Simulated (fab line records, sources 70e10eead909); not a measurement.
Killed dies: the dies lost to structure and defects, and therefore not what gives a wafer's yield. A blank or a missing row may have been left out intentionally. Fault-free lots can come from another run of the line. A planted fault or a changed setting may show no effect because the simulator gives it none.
Chamber matching | flow nand_harc | NHARC_A_ONON_D1_DEP_33 on pecvd-04 has 3 sister chambers
The step deposits SiO2, target thk 200 nm. 6 wafers are shown with their chamber, then 7 later ones without.

WAFERS PAIRED WITH THEIR CHAMBERS
wafer  | chamber | throttle_valve_pct (%) | heater_power_w (W)
L835.1 | 1       | 16.9                   | 507
L835.6 | 1       | 16.6                   | 510
L844.2 | 2       | 16.1                   | 624
L844.6 | 0       | 15.7                   | 606
L845.1 | 0       | 15.7                   | 490
L845.3 | 2       | 16.2                   | 616

WAFERS WITH NO CHAMBER GIVEN
wafer  | throttle_valve_pct (%) | heater_power_w (W)
L845.5 | 15.8                   | 495
L846.3 | 15.6                   | 591
L846.5 | 16.1                   | 667
L846.6 | 15.9                   | 600
L848.2 | 16.3                   | 536
L848.3 | 15.8                   | 557
L848.5 | 15.6                   | 568

WHICH CHAMBER EACH WENT THROUGH
wafer  | from the rows above     | in truth
L845.5 | 0                       | 0
L846.3 | 0                       | 0
L846.5 | 2                       | 2
L846.6 | can't be placed: 0 or 2 | 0
L848.2 | can't be placed: 2 or 1 | 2
L848.3 | 0                       | 0
L848.5 | 0                       | 0
Correctly placed: 5 of 7. Cannot be placed on the basis of these rows: 2; the candidates contain the true chamber in 2. Placed wrongly: 0.
How it was worked out, from the rows above alone: a wafer's distance from a chamber is the root of the sum, over the readings, of the square of ((its reading less the chamber's mean) divided by the reading's scatter). The wafer belongs to the nearest chamber; if the next one is less than 2 further off, it can't be placed. Each chamber's mean is taken over the wafers shown for it. How the scatter is found: for the shown wafers, subtract from each reading the mean of its chamber, square and add these, divide the total by (wafers less chambers), then take the root.
